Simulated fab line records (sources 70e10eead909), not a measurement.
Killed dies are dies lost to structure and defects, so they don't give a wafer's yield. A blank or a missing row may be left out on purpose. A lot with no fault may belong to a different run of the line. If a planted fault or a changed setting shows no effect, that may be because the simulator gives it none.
The tool behind it: which one?    flow nandHarc    6 lots, 18 wafers sampled, at 2 steps of a route of 1302

## WHAT THE GAUGES SHOWED, per wafer
NHARC_THIN_TSV_CD_MEAS_16.
lot   measured      on        cdNm (nm)
L373  day 24 14:53  cdSem-03  999.0 999.1 1000.1
L377  day 26 17:40  cdSem-03  999.4 999.6 999.9
L378  day 27 06:52  cdSem-01  999.7 1001.7 999.8
L381  day 27 22:56  cdSem-02  998.3 997.2 999.8
L387  day 30 13:44  cdSem-03  1001.5 1001.5 1000.8
L392  day 32 06:22  cdSem-02  1000.2 1001.5 1000.9

## TOOL THAT RAN EACH LOT (tool first, then ch and the chambers of the sampled wafers, then the start)
lot   NHARC_A_WL_FILL_ETCHBACK_04
L373  rieMetal-03 ch 0,1, day 21 07:26
L377  rieMetal-03 ch 0,1, day 23 02:48
L378  rieMetal-01 ch 0,1, day 23 17:40
L381  rieMetal-01 ch 0,1, day 24 12:33
L387  rieMetal-01 ch 0,1, day 27 08:31
L392  rieMetal-02 ch 0,1, day 28 16:39
- NHARC_A_WL_FILL_ETCHBACK_04: etches the open film in NF3, target depth 60 nm, time 120 s.

## THE ANSWER, worked out from the rows above alone
Rule: usual is defined by the lots themselves. Put in order of their means at a reading, lots are off if they are a third of the lots or fewer, leave a main group of 4 or more, and stand apart from it by a gap of 3 or more times the standard deviation of the main group's means; of several such gaps the widest counts. A main group is skipped when, at the precision printed for the reading in the tables above, its means are all equal. Also off: a lot with no number at a reading for which 4 or more lots have one. Where the step has rows for the other lots, those lots are counted as sound.
No lot is off on any of the readings shown, so nothing can be concluded from this.

## WHAT HAD BEEN PUT IN BY THE SIMULATOR
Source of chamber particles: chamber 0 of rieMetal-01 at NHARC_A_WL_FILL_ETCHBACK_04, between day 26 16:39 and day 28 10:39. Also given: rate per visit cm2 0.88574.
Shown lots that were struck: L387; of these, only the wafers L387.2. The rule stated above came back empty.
